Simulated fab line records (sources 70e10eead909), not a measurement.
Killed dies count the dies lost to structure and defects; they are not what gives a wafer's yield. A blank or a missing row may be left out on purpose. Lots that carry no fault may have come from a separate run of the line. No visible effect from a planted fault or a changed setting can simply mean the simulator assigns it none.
A struck lot beside a sound one || flow nand harc || 15 out of 1159 route steps
Sound: the wafers L562.2, L562.4, L562.5. Struck: wafer L570.5. (L570.2, L570.6 of the same lot were not struck and are left out.) The cause comes at the end.
At each step with rows: each side's tool, then ch and its chambers, then its first start. Under that, the readings that differ: sound wafers || struck wafers || difference of the means || sigmas: that difference in standard deviations of wafers without a fault.
alike: a reading whose means differ by less than 2 such deviations, as well as words and numbers matching on both sides. not compared: withheld readings; readings where some wafer has no value; bounds like >300 that might hide an equal value; numbers whose values overlap and for which the record gives no deviation.
The two part at a step that has a row with sigmas, a row that says differs or no value, or rows on one side only. When numbers do not overlap yet have no deviation, they are printed without sigmas and do not part them. A reading missing from all wafers of one side parts the sides only when that side holds two or more wafers.

first, 8 steps without rows for these wafers: NHARC_P_M2_HMDS_02 (time 30 s); NHARC_P_M2_COAT_34 (time 65 s); NHARC_P_M2_COAT_03 (resist thk 90 nm); NHARC_P_M2_SOFTBAKE_04 (time 55 s); NHARC_P_M2_EBR_05; NHARC_P_M2_EXPOSE_06 (exposes mask P M2, target cd 170 nm); NHARC_P_M2_PEB_07 (peb time 65 s); NHARC_P_M2_DEVELOP_08 (develop time 35 s).
NHARC_P_M2_CD_MEAS_09 targets a cd of 170 nm.
  sound on cd sem-03 ch 0, day 8 08:44; struck on cd sem-02 ch 0, day 10 13:14
  alike: cd nm
NHARC_P_M2_OVL_MEAS_10: pitch 340 nm.
  sound on overlay-01, day 8 08:49; struck on overlay-02, day 10 13:19
  alike: overlay x nm, overlay y nm
NHARC_P_M2_INSPECT_11:
  sound on defect inspect-01, day 8 08:51; struck on defect inspect-01, day 10 13:21
  alike: raw defect count
NHARC_P_M2_DESCUM_14: chemistry O2, time 3 s.
  sound on rie diel-03 ch 1,3, day 8 08:55; struck on rie diel-03 ch 0, day 10 13:28
{"reading": "drypump motor current A (A)", "sound": "4.8 5.2 5.2", "struck": 6.5, "difference": "+1.4", "sigmas": "+2"}
  alike: oes product au, rf vpp V, showerhead plenum p Torr, throttle valve pct
  not compared: rf hours counter h
NHARC_P_M2_ETCH_35: etches the open film in N2/H2, target depth 40 nm, overetch 12 nm, time 43.94 s.
  sound on rie diel-03 ch 0,1,3, day 8 09:00; struck on rie diel-03 ch 1, day 10 13:34
{"reading": "run length s (s)", "sound": "65.2 65.3 65.0", "struck": 53.5, "difference": -11.7, "sigmas": -33}
  alike: drypump motor current A, oes product au, rf vpp V, showerhead plenum p Torr, throttle valve pct
  not compared: rf fwd power W, rf hours counter h
NHARC_P_M2_ETCH_15: etches the open film in C4F8/Ar, target depth 182.5 nm, time 91.2 s.
  sound: rie diel-03 ch 1,2,3; struck: rie diel-03 ch 3
  alike: oes product au, rf fwd power W, rf vpp V, run length s
  not compared: rf hours counter h
-- break in the record here, with 15 days between the starts of the struck wafers on either side (left off in module P_M2, picked up again in module END, where the first step shown is number 1159 on the route) --
NHARC_END_SORT_01:
  sound on prober-02 ch 0, day 24 08:56; struck on prober-02 ch 0, day 25 10:44
{"reading": "sort_bin_3_pct (%)", "sound": "0.44 0 0", "struck": 0.59, "difference": "+0.44", "sigmas": "+2"}
  alike: defect limited yield, killed at array, killed at other, killed at periphery, killed dies, killed open, killed short, sort_bin_2_pct, sort_bin_4_pct, sort n pass, sort rim yield pct, sort yield pct

== WHERE THEY PART ==
Earliest at NHARC_P_M2_DESCUM_14; latest, in this record, at NHARC_END_SORT_01.

WHY: what the simulator had put in
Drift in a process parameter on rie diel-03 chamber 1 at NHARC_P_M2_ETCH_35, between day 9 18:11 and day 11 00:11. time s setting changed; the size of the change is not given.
